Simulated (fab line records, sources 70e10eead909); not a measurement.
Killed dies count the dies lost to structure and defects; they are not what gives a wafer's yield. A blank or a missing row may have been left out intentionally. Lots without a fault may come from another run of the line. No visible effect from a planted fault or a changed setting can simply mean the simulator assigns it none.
Chamber matching ; flow nand_harc ; 4 sister chambers for NHARC_P_BONDPAD_CMP_19 on cmp-02
The step polishes, t overpolish 30 s, cu recess touch 16 s, target thk 160.81 nm. 8 wafers are shown with their chamber, then 8 later ones without.

## WAFERS, EACH WITH ITS CHAMBER
wafer;chamber;motor_current_A (A);overpolish_run_s (s)
L081.4;1;12.1;29.998
L081.5;1;12.3;29.999
L085.2;0;9.4;30.000
L085.4;3;10.9;30.014
L085.6;0;9.9;30.011
L093.1;3;10.6;29.998
L093.5;2;13.0;30.004
L094.1;2;14.2;29.994

## WAFERS MISSING THEIR CHAMBER
wafer;motor_current_A (A);overpolish_run_s (s)
L094.2;9.6;30.003
L094.3;12.3;30.003
L095.2;13.2;29.996
L095.3;10.4;30.009
L095.6;12.6;29.990
L097.2;13.9;29.992
L097.4;9.8;30.005
L097.6;13.3;30.004

## WHICH CHAMBER EACH ONE RAN IN
wafer;from the rows above;in truth
L094.2;0;0
L094.3;1;1
L095.2;can't be placed: 2 or 1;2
L095.3;can't be placed: 3 or 0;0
L095.6;can't be placed: 1 or 2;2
L097.2;2;2
L097.4;can't be placed: 0 or 3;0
L097.6;can't be placed: 2 or 1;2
Correctly placed: 3 of 8. Cannot be placed on the basis of these rows: 5; the candidates contain the true chamber in 5. 0 placed wrongly.
How it was worked out, from the rows above alone: a wafer's distance from a chamber is the root of the sum, over the readings, of the square of ((its reading less the chamber's mean) divided by the reading's scatter). If the next closest chamber is less than 2 further off than the closest, the wafer can't be placed; otherwise it belongs to the closest. A chamber's mean is the mean of its shown wafers. The scatter is the square root of a quotient: the sum, over the shown wafers, of each reading's squared deviation from its chamber's mean, divided by wafers minus chambers.
